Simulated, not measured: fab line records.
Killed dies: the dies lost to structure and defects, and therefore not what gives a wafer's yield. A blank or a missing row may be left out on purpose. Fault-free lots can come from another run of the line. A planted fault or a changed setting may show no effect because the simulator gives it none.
Matching of chambers / flow n5-finfet / 3 sister chambers for N5_BEOL_M10_PECVD_70 on pecvd-01
The step deposits SiO2 from TEOS/O2, target thk 20 nm, time 22.7 s. 6 wafers are shown with their chamber, then 12 later ones without.

## WAFERS, EACH WITH ITS CHAMBER
wafer=L078.5; chamber=0; throttle-valve-pct (%)=23.7; showerhead-plenum-p-Torr (Torr)=8.73
wafer=L090.3; chamber=2; throttle-valve-pct (%)=20.2; showerhead-plenum-p-Torr (Torr)=8.81
wafer=L090.5; chamber=2; throttle-valve-pct (%)=20.3; showerhead-plenum-p-Torr (Torr)=8.84
wafer=L087.2; chamber=1; throttle-valve-pct (%)=21.8; showerhead-plenum-p-Torr (Torr)=8.69
wafer=L087.3; chamber=0; throttle-valve-pct (%)=23.6; showerhead-plenum-p-Torr (Torr)=8.70
wafer=L087.5; chamber=1; throttle-valve-pct (%)=21.8; showerhead-plenum-p-Torr (Torr)=8.66

## WAFERS WITH NO CHAMBER GIVEN
wafer=L094.1; throttle-valve-pct (%)=23.9; showerhead-plenum-p-Torr (Torr)=8.71
wafer=L094.4; throttle-valve-pct (%)=20.2; showerhead-plenum-p-Torr (Torr)=8.82
wafer=L094.5; throttle-valve-pct (%)=21.8; showerhead-plenum-p-Torr (Torr)=8.70
wafer=L093.3; throttle-valve-pct (%)=21.9; showerhead-plenum-p-Torr (Torr)=8.71
wafer=L093.5; throttle-valve-pct (%)=20.4; showerhead-plenum-p-Torr (Torr)=8.83
wafer=L093.6; throttle-valve-pct (%)=23.9; showerhead-plenum-p-Torr (Torr)=8.72
wafer=L095.2; throttle-valve-pct (%)=20.4; showerhead-plenum-p-Torr (Torr)=8.83
wafer=L095.4; throttle-valve-pct (%)=20.2; showerhead-plenum-p-Torr (Torr)=8.81
wafer=L095.6; throttle-valve-pct (%)=19.9; showerhead-plenum-p-Torr (Torr)=8.85
wafer=L097.2; throttle-valve-pct (%)=21.6; showerhead-plenum-p-Torr (Torr)=8.70
wafer=L097.4; throttle-valve-pct (%)=23.7; showerhead-plenum-p-Torr (Torr)=8.72
wafer=L097.5; throttle-valve-pct (%)=21.9; showerhead-plenum-p-Torr (Torr)=8.68

## WHICH CHAMBER EACH WENT THROUGH
wafer=L094.1; from the rows above=0; in truth=0
wafer=L094.4; from the rows above=2; in truth=2
wafer=L094.5; from the rows above=1; in truth=1
wafer=L093.3; from the rows above=1; in truth=1
wafer=L093.5; from the rows above=2; in truth=2
wafer=L093.6; from the rows above=0; in truth=0
wafer=L095.2; from the rows above=2; in truth=2
wafer=L095.4; from the rows above=2; in truth=2
wafer=L095.6; from the rows above=2; in truth=2
wafer=L097.2; from the rows above=1; in truth=1
wafer=L097.4; from the rows above=0; in truth=0
wafer=L097.5; from the rows above=1; in truth=1
Correctly placed: 12 of 12. Can't be placed from these rows: 0. Wrongly placed: 0.
How it was worked out, from the rows above alone: a wafer's distance from a chamber is the root of the sum, over the readings, of the square of ((its reading less the chamber's mean) divided by the reading's scatter). If the next closest chamber is less than 2 further off than the closest, the wafer can't be placed; otherwise it belongs to the closest. For every chamber, the mean is computed from those of its wafers that are shown. How the scatter is found: for the shown wafers, subtract from each reading the mean of its chamber, square and add these, divide the total by (wafers less chambers), then take the root.
